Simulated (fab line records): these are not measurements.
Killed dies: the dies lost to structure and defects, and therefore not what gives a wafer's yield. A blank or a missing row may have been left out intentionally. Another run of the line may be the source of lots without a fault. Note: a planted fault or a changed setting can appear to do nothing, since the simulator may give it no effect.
Struck lot and sound lot, side by side    flow nandHarc    14 steps out of a route of 1302
Sound: wafers L393.4, L393.5, L393.6. Wafers struck: L408.2, L408.3, L408.5. Last of all comes the cause.
At each step with rows: each side's tool, then ch and its chambers, then its first start. Under that, the readings that differ: sound wafers    struck wafers    difference of the means    sigmas: that difference in standard deviations of wafers without a fault.
alike: words and numbers the same on both sides, and readings whose means are apart by under 2 such deviations; not compared: readings that were withheld, readings missing a value for some wafer, numbers with overlapping values and no deviation given by the record, and bounds like >300 which may hide the same value.
Wherever a step has rows on one side only, a row that says differs or no value, or a row with sigmas, the two part there. Numbers that have no deviation but don't overlap get no sigmas and don't part them. A reading that every wafer of one side lacks parts them only if that side has two wafers or more.

first, 2 steps without rows for these wafers: NHARC_A_SOURCE_PLATE_SRD_01; NHARC_A_SOURCE_PLATE_OXIDE_02 (material SiO2, target thk 10 nm, ox time 1362 s).
NHARC_A_SOURCE_PLATE_THK_MEAS_09: measures by ellipsometry.
  sound on filmMetro-01, day 8 09:58; struck on filmMetro-01, day 14 19:43
  alike: thkNm
then, 3 steps without rows for these wafers: NHARC_A_SOURCE_PLATE_PVD_04 (deposits WSi2, target thk 50 nm); NHARC_A_SOURCE_PLATE_CVD_03 (deposits poly-Si, target thk 200 nm, time 4000 s); NHARC_A_SOURCE_PLATE_ANNEAL_05 (time 1800 s).
NHARC_A_SOURCE_PLATE_THK_MEAS_06: measures by ellipsometry.
  sound on filmMetro-02, day 8 22:59; struck on filmMetro-01, day 15 08:13
reading     sound              struck             difference  sigmas
thkNm (nm)  200.6 198.4 199.1  194.7 194.1 192.2  -5.7        -2
NHARC_A_SOURCE_PLATE_INSPECT_08:
  sound on defectInspect-02, day 8 23:05; struck on defectInspect-02, day 15 08:20
  alike: rawDefectCount
then, 1 step without rows for these wafers: NHARC_A_ONON_D1_DEP_00 (target thk 1000 nm).
NHARC_A_ONON_D1_THK_MEAS_02: measures by ellipsometry.
  sound on filmMetro-01, day 8 23:46; struck on filmMetro-02, day 15 08:54
  alike: thkNm
NHARC_A_ONON_D1_DEP_03: target thk 1000 nm.
  sound on pecvdOnon-01 ch 0, day 8 23:59; struck on pecvdOnon-02 ch 0, day 15 09:01
NHARC_A_ONON_D1_THK_MEAS_05: measures by ellipsometry.
  sound on filmMetro-01, day 9 00:20; struck on filmMetro-02, day 15 09:28
reading     sound        struck       difference  sigmas
thkNm (nm)  994 994 996  327 327 326  -668        -97
then, 1 step without rows for these wafers: NHARC_A_ONON_D1_DEP_06 (target thk 1000 nm).
-- the record jumps here: 18 days lie between the struck wafers' starts before and after (it left off in module A_ONON_D1 and takes up again in module END, whose first step shown is number 1302 of the route) --
NHARC_END_SORT_01:
  at this point the record logs the struck wafers (prober-01 ch 0, day 32 21:41) and has no rows for the sound ones

## WHERE THEY PART
First at NHARC_A_SOURCE_PLATE_THK_MEAS_06; last, within this record, at NHARC_END_SORT_01.

WHY: what the simulator had put in
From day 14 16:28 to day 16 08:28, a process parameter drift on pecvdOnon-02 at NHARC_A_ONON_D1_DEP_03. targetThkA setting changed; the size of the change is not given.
